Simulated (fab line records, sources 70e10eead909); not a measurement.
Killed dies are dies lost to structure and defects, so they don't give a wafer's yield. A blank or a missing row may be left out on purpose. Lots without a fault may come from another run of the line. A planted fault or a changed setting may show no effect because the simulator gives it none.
fab line records | flow nand_harc | part 1 of 2: steps 1 to 4 of 6
record lots=21 wafers=63 last_day=33
route steps=1302 shown A_ONON_D1@441 A_CHANNEL_HOLE_D1@474 A_CHANNEL_HOLE_D2@589 A_CHANNEL_FILL_D2@619
lots that met no fault: from a run of the same line without faults
start_h: hours from the record's first day to the start of the lot's first wafer shown | wait_h: hours since the lot's step before | " the same as in the row above | L1.1+2: a row that stands for several wafers | - no value, or no start given | * or withheld: withheld | < > ~ a bound
route shown NAME@n: a module of which the file shows steps, and the number in the route of the first | usual: mean/standard deviation of fault-free wafers | same: alike in all rows | chamber/n: place in a boat | sites: the reading at each site | _std_site: their standard deviation | _edge_site: outer sites' mean less inner sites' | radius_mm: how far each site lies from the wafer's centre | mask NAME#n: copy n | behind: the tool/chamber that last shaped the wafer | hold: why the lot was held/for how many hours/how that ended | device: the transistor (n, p or np) that didn't switch | end of line: the same wafers' tests at the end of the route | a step without rows: its recipe alone | killed: dies lost to structure and defects at the first sort, not the wafer's yield | map: a wafer's dies, x killed, . not, _ none there
set.NAME: the setting as run; set.NAME@STEP: as run at that earlier step | model.NAME: the simulator's own value behind a step, which no gauge read
steps of the route over a sample of lots; a table a step, a row a wafer
services: from which hour (start_h, from the record's first day; less than 0 if before it) a tool's chamber was out of use, for how many hours, and why
## steps
# step NHARC_A_ONON_D1_THK_MEAS_24
# recipe thk_meas_gauge=ellipsometry
# usual thk_nm=1000/8.9
# columns lot.wafer tool chamber start_h wait_h thk_nm
L077.2 film_metro-02 - 208.45 - 1002
L077.4 " - " " 1002
L077.6 " - " " 999
L078.2 film_metro-02 - 216.88 - 1001
L078.3 " - " " 1001
L078.6 " - " " 1003
L079.1 film_metro-02 - 216.93 - 991
L079.2 " - " " 989
L079.5 " - " " 990
L081.1 film_metro-01 - 240.45 - 992
L081.3 " - " " 991
L081.6 " - " " 992
L080.3 film_metro-02 - 240.51 - 991
L080.5 " - " " 989
L080.6 " - " " 991
L082.1 film_metro-02 - 254.52 - 997
L082.3 " - " " 996
L082.5 " - " " 995
L083.1 film_metro-02 - 261.17 - 1001
L083.2 " - " " 1002
L083.5 " - " " 1001
L084.3 film_metro-02 - 277.16 - 1004
L084.5 " - " " 1005
L084.6 " - " " 1003
L085.3 film_metro-01 - 277.17 - 991
L085.5 " - " " 992
L085.6 " - " " 994
L086.2 film_metro-01 - 295.46 - 1009
L086.3 " - " " 1007
L086.6 " - " " 1008
L088.4 film_metro-02 - 318.60 - 1002
L088.5 " - " " 1003
L088.6 " - " " 1003
L087.1 film_metro-01 - 318.70 - 1006
L087.5 " - " " 1005
L087.6 " - " " 1005
L089.1 film_metro-02 - 318.89 - 1004
L089.3 " - " " 1006
L089.4 " - " " 1006
L090.2 film_metro-02 - 336.06 - 989
L090.3 " - " " 989
L090.6 " - " " 990
L091.2 film_metro-01 - 343.42 - 985
L091.3 " - " " 988
L091.6 " - " " 986
L092.1 film_metro-02 - 353.91 - 999
L092.5 " - " " 1000
L092.6 " - " " 999
L093.2 film_metro-01 - 357.43 - 1025
L093.3 " - " " 1025
L093.5 " - " " 1024
L094.1 film_metro-02 - 373.14 - 997
L094.3 " - " " 995
L094.6 " - " " 996
L095.1 film_metro-01 - 382.49 - 999
L095.4 " - " " 1000
L095.5 " - " " 999
L096.1 film_metro-02 - 388.65 - 1010
L096.3 " - " " 1011
L096.4 " - " " 1011
L097.2 film_metro-01 - 406.20 - 994
L097.4 " - " " 992
L097.5 " - " " 992
# step NHARC_A_CHANNEL_HOLE_D1_ETCH_22
# recipe bias_v=3000 source_w=withheld pressure_mtorr=20 time_s=666.7 ar_flow_sccm=375 c4f8_flow_sccm=89.3 o2_flow_sccm=35.7 temp_c=-20 target_depth_a=16000 chemistry=C4F8/O2/Ar
# usual drypump_motor_current_A=5.4/0.61 mfc_ar_sccm=375.0/1.1 showerhead_plenum_p_Torr=3.68/0.065 throttle_valve_pct=32.155/0.0098
# columns lot.wafer tool chamber start_h wait_h drypump_motor_current_A mfc_ar_sccm rf_hours_counter_h showerhead_plenum_p_Torr throttle_valve_pct
L077.2 har_etch-01 0 216.33 0.4 4.7 373.6 104 3.72 32.159
L077.4 " 0 " " 4.7 373.8 - 3.72 32.147
L077.6 " 1 " " 5.4 374.5 - 3.72 32.158
L078.2 har_etch-01 1 225.05 0.4 5.5 374.2 112 3.72 32.175
L078.3 " 0 " " 4.7 375.0 - 3.72 32.171
L078.6 " 0 " " 4.7 374.3 - 3.72 32.154
L079.2 har_etch-02 1 226.40 0.4 5.2 373.6 322 3.75 32.164
L079.1 " 0 " " 6.4 375.8 322 3.61 32.160
L079.5 " 0 " " 6.4 373.5 - 3.61 32.156
L081.1 har_etch-02 0 247.30 0.4 6.4 372.2 329 3.61 32.138
L081.3 " 1 " " 5.2 373.9 - 3.75 32.156
L081.6 " 1 " " 5.2 373.2 - 3.75 32.143
L080.3 har_etch-01 0 249.23 0.4 4.7 374.2 - 3.71 32.172
L080.5 " 0 " " 4.7 374.8 - 3.71 32.167
L080.6 " 1 " " 5.5 374.5 - 3.71 32.149
L082.1 har_etch-02 0 274.32 0.7 6.4 376.2 345 3.60 32.149
L082.3 " 0 " " 6.5 373.3 - 3.60 32.171
L082.5 " 0 " " 6.4 372.6 - 3.60 32.163
L083.1 har_etch-01 0 278.84 0.4 4.8 375.2 142 3.70 32.145
L083.2 " 1 " " 5.5 375.6 142 3.70 32.145
L083.5 " 1 " " 5.5 373.5 - 3.70 32.158
L085.3 har_etch-01 0 284.39 0.4 4.7 375.5 - 3.70 32.166
L085.5 " 0 " " 4.7 375.4 - 3.70 32.139
L085.6 " 1 " " 5.5 375.1 - 3.70 32.182
L084.3 har_etch-01 1 288.66 0.4 5.5 375.9 - 3.70 32.167
L084.6 " 0 " " 4.7 375.0 - 3.70 32.157
L084.5 " 1 " " 5.5 374.7 - 3.70 32.160
L086.2 har_etch-02 0 305.83 0.4 6.4 374.0 371 3.59 32.155
L086.3 " 1 " " 5.2 375.5 - 3.74 32.156
L086.6 " 1 " " 5.2 375.4 - 3.74 32.162
L088.4 har_etch-02 0 325.70 0.4 6.3 375.1 - 3.58 32.144
L088.5 " 0 " " 6.3 375.2 - 3.58 32.162
L088.6 " 1 " " 5.2 375.3 - 3.73 32.151
L087.1 har_etch-01 1 325.87 0.4 5.5 375.9 173 3.68 32.135
L087.6 " 1 " " 5.4 375.0 - 3.68 32.152
L087.5 " 0 " " 4.7 374.3 - 3.68 32.164
L089.1 har_etch-02 1 329.72 0.4 5.2 373.0 360 3.73 32.153
L089.3 " 1 " " 5.3 375.0 - 3.73 32.163
L089.4 " 0 " " 6.3 374.5 - 3.58 32.155
L090.2 har_etch-02 0 342.70 0.4 6.4 378.2 390 3.58 32.161
L090.3 " 1 " " 5.2 374.9 - 3.73 32.167
L090.6 " 1 " " 5.2 376.1 - 3.73 32.155
L091.2 har_etch-02 1 353.49 0.4 5.2 374.1 372 3.72 32.170
L091.3 " 1 " " 5.2 375.5 - 3.72 32.164
L091.6 " 0 " " 6.4 375.6 - 3.57 32.167
L092.1 har_etch-02 0 365.60 0.4 6.4 377.3 406 3.57 32.140
L092.6 " 0 " " 6.4 377.5 - 3.57 32.156
L092.5 " 1 " " 5.2 377.0 - 3.72 32.169
L093.2 har_etch-01 0 367.15 0.4 4.7 376.1 199 3.67 32.168
L093.3 " 1 " " 5.4 377.8 - 3.67 32.157
L093.5 " 1 " " 5.5 377.2 - 3.67 32.158
L094.1 har_etch-01 0 383.12 0.4 4.7 374.3 207 3.67 32.136
L094.3 " 1 " " 5.4 376.3 - 3.67 32.160
L094.6 " 1 " " 5.4 376.5 - 3.67 32.143
L095.1 har_etch-01 0 395.59 0.4 4.7 374.7 219 3.66 32.164
L095.4 " 0 " " 4.7 374.7 - 3.66 32.170
L095.5 " 1 " " 5.5 373.2 - 3.66 32.156
L096.1 har_etch-02 0 400.37 0.4 6.3 374.5 5 3.93 32.129
L096.3 " 1 " " 5.2 375.9 - 3.71 32.156
L096.4 " 0 " " 6.3 372.9 - 3.93 32.162
L097.2 har_etch-01 1 417.89 0.4 5.5 375.2 230 3.65 32.158
L097.4 " 1 " " 5.5 375.1 - 3.65 32.155
L097.5 " 1 " " 5.4 375.2 - 3.65 32.156
# step NHARC_A_CHANNEL_HOLE_D2_ETCH_16
# recipe target_depth_a=31000 over_etch_frac=0.3 time_s=806 ion_energy_ev=150 o2_flow_sccm=400 cos_flow_sccm=20 ar_flow_sccm=0 rf_w=500 bias_w=300 chemistry=O2/COS
# usual bias_w=299.9/0.91 drypump_motor_current_A=5.7/0.37 mfc_ar_sccm=0.006/0.0081 oes_product_au=0.996/0.011 rf_vpp_V=313.3/1.9 showerhead_plenum_p_Torr=3.06/0.11 throttle_valve_pct=28.331/0.0098
# columns lot.wafer tool chamber start_h wait_h bias_w drypump_motor_current_A mfc_ar_sccm oes_product_au rf_hours_counter_h rf_vpp_V showerhead_plenum_p_Torr throttle_valve_pct
L077.2 rie_diel-05 2 - - 298.2 6.3 0 1.009 5.6 315.6 3.17 28.329
L077.4 " 3 " " 302.3 6.0 0.016 0.994 5.5 312.6 2.99 28.335
L077.6 " 1 " " 299.5 5.6 0 1.005 - 314.2 3.11 28.334
L078.2 rie_diel-05 1 - - 298.9 5.6 0 0.995 7.4 314.6 3.11 28.333
L078.3 " 2 " " 300.1 6.2 0 1.006 6.3 315.7 3.17 28.335
L078.6 " 3 " " 299.5 6.0 0.016 0.983 - 311.1 2.98 28.330
L079.2 rie_diel-05 0 - - 300.5 5.4 0.001 0.982 7.4 311.9 2.93 28.330
L079.1 " 1 " " 300.0 5.6 0 0.999 7.7 314.6 3.11 28.321
L079.5 " 1 " " 300.0 5.6 0 1.005 - 313.3 3.11 28.351
L081.1 rie_diel-12 3 - - 299.1 5.4 0.001 1.002 3.5 311.9 2.99 28.337
L081.3 " 2 " " 298.6 5.7 0.010 0.978 3.1 313.3 3.13 28.335
L081.6 " 3 " " 300.9 5.4 0.001 0.999 - 312.4 2.99 28.341
L080.3 rie_diel-05 0 - - 298.5 5.4 0.001 1.013 8.5 309.5 2.93 28.320
L080.6 " 1 " " 299.8 5.6 0 1.003 - 315.8 3.11 28.303
L080.5 " 2 " " 298.6 6.2 0 1.000 - 314.7 3.17 28.335
L082.3 rie_diel-12 2 - - 299.9 5.7 0.010 0.974 4.5 313.9 3.13 28.320
L082.1 " 3 " " 301.4 5.4 0.001 1.010 5.7 310.5 2.99 28.322
L082.5 " 1 " " 299.5 5.8 0 0.993 - 312.3 2.99 28.335
L083.2 rie_diel-09 1 - - 300.1 5.1 0 1.006 4.2 318.5 3.33 28.332
L083.1 " 3 " " 299.3 5.7 0.019 1.006 3.4 314.5 3.14 28.330
L083.5 " 1 " " 297.9 5.1 0 1.006 - 317.5 3.33 28.347
L084.3 rie_diel-09 0 - - 300.3 5.1 0 1.008 3.2 312.8 3.01 28.323
L084.6 " 0 " " 299.2 5.1 0 1.010 - 313.2 3.01 28.334
L084.5 " 1 " " 301.1 5.1 0 0.999 - 317.2 3.33 28.337
L085.3 rie_diel-05 3 - - 299.4 6.0 0.016 0.982 9.2 312.8 2.98 28.322
L085.5 " 0 " " 299.3 5.4 0.001 0.994 - 312.3 2.93 28.338
L085.6 " 1 " " 301.3 5.6 0 1.011 - 313.8 3.11 28.327
L086.2 rie_diel-05 3 - - 299.9 6.0 0.016 1.008 0.3 310.5 2.98 28.345
L086.3 " 0 " " 301.2 5.4 0.001 0.989 0.5 311.0 2.93 28.351
L086.6 " 3 " " 299.1 6.0 0.016 0.996 - 311.6 2.98 28.336
L087.1 rie_diel-05 0 - - 299.6 5.4 0.001 0.983 1.5 310.3 2.93 28.329
L087.6 " 0 " " 299.9 5.3 0.001 0.987 - 311.9 2.93 28.348
L087.5 " 1 " " 298.6 5.7 0 0.992 - 312.5 3.10 28.346
L088.4 rie_diel-12 3 - - 299.9 5.4 0.001 1.003 7.8 311.7 2.99 28.326
L088.6 " 2 " " 300.2 5.7 0.010 0.988 - 314.0 3.13 28.339
L088.5 " 3 " " 300.6 5.4 0.001 1.009 - 312.5 2.99 28.340
L089.1 rie_diel-05 3 - - 300.3 6.0 0.016 0.994 1.9 312.6 2.98 28.333
L089.3 " 0 " " 301.9 5.4 0.001 0.971 2.3 310.7 2.93 28.308
L089.4 " 0 " " 300.9 5.4 0.001 0.977 - 312.8 2.93 28.339
L090.3 rie_diel-05 3 - - 299.9 6.0 0.016 0.986 3.2 313.0 2.98 28.320
L090.2 " 1 " " 298.6 5.6 0 0.990 2.8 314.3 3.10 28.305
L090.6 " 3 " " 301.3 6.0 0.016 0.987 - 311.6 2.98 28.345
L091.3 rie_diel-05 1 - - 300.0 5.6 0 1.008 3.6 311.3 3.10 28.326
L091.2 " 2 " " 300.4 6.3 0 0.993 4.0 314.9 3.17 28.323
L091.6 " 3 " " 300.9 6.0 0.016 0.997 - 313.1 2.98 28.331
L092.1 rie_diel-05 0 - - 300.9 5.4 0.001 0.993 5.6 311.8 2.92 28.344
L092.5 " 2 " " 299.0 6.2 0 0.999 - 314.1 3.17 28.341
L092.6 " 3 " " 299.3 6.0 0.016 0.995 - 310.7 2.98 28.337
L093.2 rie_diel-09 2 - - 300.8 6.4 0.013 1.005 10.5 318.5 3.26 28.333
L093.3 " 0 " " 301.0 5.1 0 0.996 8.4 312.3 3.01 28.347
L093.5 " 3 " " 299.4 5.7 0.019 0.998 - 314.5 3.14 28.324
L094.1 rie_diel-12 2 - - 299.5 5.7 0.010 0.982 1.6 314.1 3.13 28.332
L094.3 " 0 " " 300.2 5.2 0.023 0.999 1.2 314.5 2.97 28.328
L094.6 " 3 " " 299.7 5.4 0.001 1.009 - 310.7 2.99 28.344
L095.1 rie_diel-12 1 - - 301.3 5.8 0 0.973 2.7 312.1 2.99 28.328
L095.4 " 2 " " 300.3 5.6 0.010 0.962 2.9 315.5 3.13 28.329
L095.5 " 0 " " 301.2 5.2 0.023 0.990 - 312.6 2.97 28.328
L096.3 rie_diel-12 1 - - 300.7 5.8 0 0.987 3.9 313.2 2.98 28.333
L096.4 " 3 " " 299.8 5.4 0.001 0.996 4.5 312.4 2.99 28.346
L096.1 " 0 " " 299.3 5.2 0.023 0.996 4.4 311.8 2.97 28.328
L097.4 rie_diel-05 1 - - 300.3 5.6 0 1.002 6.8 313.6 3.10 28.355
L097.2 " 3 " " 299.9 6.0 0.016 0.999 7.7 313.4 2.98 28.334
L097.5 " 0 " " 301.0 5.4 0.001 0.999 - 309.6 2.92 28.323
# step NHARC_A_CHANNEL_HOLE_D2_ETCH_23
# recipe bias_v=5000 source_w=withheld pressure_mtorr=20 time_s=819 ar_flow_sccm=375 c4f8_flow_sccm=89.3 o2_flow_sccm=35.7 temp_c=-20 target_depth_a=16000 chemistry=C4F8/O2/Ar
# usual drypump_motor_current_A=5.4/0.59 mfc_ar_sccm=375.1/1.1 showerhead_plenum_p_Torr=3.70/0.097 throttle_valve_pct=32.154/0.01
# columns lot.wafer tool chamber start_h wait_h drypump_motor_current_A mfc_ar_sccm rf_hours_counter_h showerhead_plenum_p_Torr throttle_valve_pct
L077.2 har_etch-02 1 322.03 0.5 5.3 374.7 353 3.73 32.157
L077.4 " 1 " " 5.2 378.3 - 3.74 32.150
L077.6 " 1 " " 5.2 376.4 - 3.73 32.161
L078.2 har_etch-02 1 334.45 0.5 5.2 375.8 365 3.73 32.145
L078.3 " 1 " " 5.2 374.1 - 3.73 32.138
L078.6 " 1 " " 5.2 375.3 - 3.73 32.162
L079.1 har_etch-01 0 336.92 0.5 4.7 376.2 181 3.68 32.156
L079.2 " 1 " " 5.4 375.2 181 3.68 32.151
L079.5 " 1 " " 5.5 374.5 - 3.68 32.136
L081.1 har_etch-01 0 356.04 0.5 4.7 375.5 189 3.68 32.156
L081.3 " 1 " " 5.5 377.8 - 3.68 32.145
L081.6 " 0 " " 4.7 375.6 - 3.68 32.153
L080.3 har_etch-02 1 358.37 0.5 5.2 376.5 - 3.72 32.147
L080.5 " 1 " " 5.2 375.7 - 3.72 32.137
L080.6 " 0 " " 6.4 374.8 - 3.57 32.153
L082.1 har_etch-01 0 387.97 0.5 4.7 374.8 211 3.66 32.159
L082.3 " 0 " " 4.7 375.6 - 3.66 32.166
L082.5 " 0 " " 4.8 375.9 - 3.66 32.160
L083.2 har_etch-01 0 392.01 0.5 4.7 375.5 215 3.66 32.146
L083.1 " 1 " " 5.5 375.9 215 3.66 32.155
L083.5 " 1 " " 5.5 377.3 - 3.66 32.130
L084.3 har_etch-02 1 396.91 0.5 5.2 375.9 - 3.71 32.153
L084.5 " 1 " " 5.2 375.7 - 3.71 32.162
L084.6 " 0 " " 6.4 375.9 - 3.93 32.157
L085.3 har_etch-01 0 400.56 0.5 4.7 374.1 - 3.66 32.150
L085.5 " 0 " " 4.8 373.8 - 3.66 32.143
L085.6 " 1 " " 5.4 374.6 - 3.66 32.154
L086.2 har_etch-02 1 422.04 0.5 5.2 375.4 13 3.71 32.136
L086.3 " 1 " " 5.2 375.9 - 3.71 32.152
L086.6 " 1 " " 5.2 377.3 - 3.71 32.166
L087.1 har_etch-02 0 434.85 0.5 6.4 375.3 21 3.92 32.177
L087.6 " 0 " " 6.4 376.2 - 3.92 32.152
L087.5 " 1 " " 5.2 374.5 - 3.70 32.139
L088.4 har_etch-01 1 435.26 0.5 5.4 376.5 - 3.65 32.159
L088.6 " 1 " " 5.4 374.0 - 3.65 32.148
L088.5 " 0 " " 4.8 375.5 - 3.65 32.142
L089.1 har_etch-02 1 439.02 0.5 5.2 373.8 25 3.70 32.147
L089.3 " 1 " " 5.2 373.2 - 3.70 32.139
L089.4 " 0 " " 6.4 374.7 - 3.92 32.147
L090.2 har_etch-01 0 451.10 0.5 4.8 373.4 250 3.64 32.152
L090.3 " 1 " " 5.4 375.4 - 3.64 32.149
L090.6 " 1 " " 5.4 375.7 - 3.64 32.159
L091.2 har_etch-01 1 468.02 0.5 5.5 376.0 261 3.64 32.170
L091.3 " 1 " " 5.5 377.1 - 3.64 32.156
L091.6 " 1 " " 5.4 375.8 - 3.64 32.175
L092.1 har_etch-01 1 479.22 0.5 5.5 375.1 269 3.63 32.162
L092.6 " 0 " " 4.7 374.8 - 3.63 32.160
L092.5 " 1 " " 5.4 373.9 - 3.63 32.151
L093.2 har_etch-02 1 479.46 0.5 5.2 373.0 51 3.69 32.150
L093.3 " 0 " " 6.4 374.2 - 3.90 32.147
L093.5 " 0 " " 6.4 374.5 - 3.90 32.152
L094.1 har_etch-02 1 490.31 0.5 5.2 374.7 55 3.68 32.168
L094.3 " 1 " " 5.2 374.1 - 3.68 32.168
L094.6 " 1 " " 5.2 374.8 - 3.68 32.153
L095.1 har_etch-02 1 508.92 0.5 5.2 372.9 67 3.68 32.158
L095.4 " 0 " " 6.4 374.1 - 3.90 32.162
L095.5 " 0 " " 6.4 375.1 - 3.90 32.151
L096.1 har_etch-01 1 516.84 0.5 5.5 375.7 291 3.62 32.148
L096.3 " 0 " " 4.8 375.5 - 3.62 32.157
L096.4 " 1 " " 5.5 376.6 - 3.62 32.143
L097.2 har_etch-01 0 527.93 0.5 4.7 376.7 295 3.62 32.162
L097.4 " 1 " " 5.4 375.4 - 3.62 32.145
L097.5 " 1 " " 5.4 375.8 - 3.62 32.156
